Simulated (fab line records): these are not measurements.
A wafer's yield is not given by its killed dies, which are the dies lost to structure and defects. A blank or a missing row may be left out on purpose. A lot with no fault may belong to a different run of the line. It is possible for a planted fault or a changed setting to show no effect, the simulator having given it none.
Matching of chambers -- flow n5 finfet -- 3 sister chambers for N5_BEOL_M2_ILD_DEP_00 on pecvd-01
The step deposits SiOC from DEMS/O2, target thk 79 nm, time 15.3 s. 6 wafers are shown with their chamber, then 11 later ones without.

## WAFERS WITH THEIR CHAMBER
wafer,chamber,showerhead vpp V (V),heater power w (W)
L086.3,1,1405,616
L086.5,0,1390,511
L092.2,1,1389,556
L092.4,2,1330,547
L092.5,0,1368,450
L094.2,2,1314,504

## WAFERS MISSING THEIR CHAMBER
wafer,showerhead vpp V (V),heater power w (W)
L094.3,1393,568
L094.5,1318,500
L095.1,1338,524
L095.4,1398,534
L095.6,1372,447
L096.2,1387,467
L096.4,1318,574
L096.5,1380,467
L097.3,1369,544
L097.5,1419,548
L097.6,1343,412

## WHICH CHAMBER EACH ONE RAN IN
wafer,from the rows above,in truth
L094.3,can't be placed: 1 or 0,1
L094.5,2,2
L095.1,2,2
L095.4,can't be placed: 1 or 0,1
L095.6,0,0
L096.2,0,0
L096.4,2,2
L096.5,0,0
L097.3,can't be placed: 0 or 1 or 2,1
L097.5,can't be placed: 1 or 0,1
L097.6,can't be placed: 0 or 2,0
Correctly placed: 6 of 11. Cannot be placed on the basis of these rows: 5; the candidates contain the true chamber in 5. Wrongly placed: 0.
How it was worked out, from the rows above alone: a wafer's distance from a chamber is the root of the sum, over the readings, of the square of ((its reading less the chamber's mean) divided by the reading's scatter). If the next closest chamber is less than 2 further off than the closest, the wafer can't be placed; otherwise it belongs to the closest. For every chamber, the mean is computed from those of its wafers that are shown. The scatter is the square root of a quotient: the sum, over the shown wafers, of each reading's squared deviation from its chamber's mean, divided by wafers minus chambers.
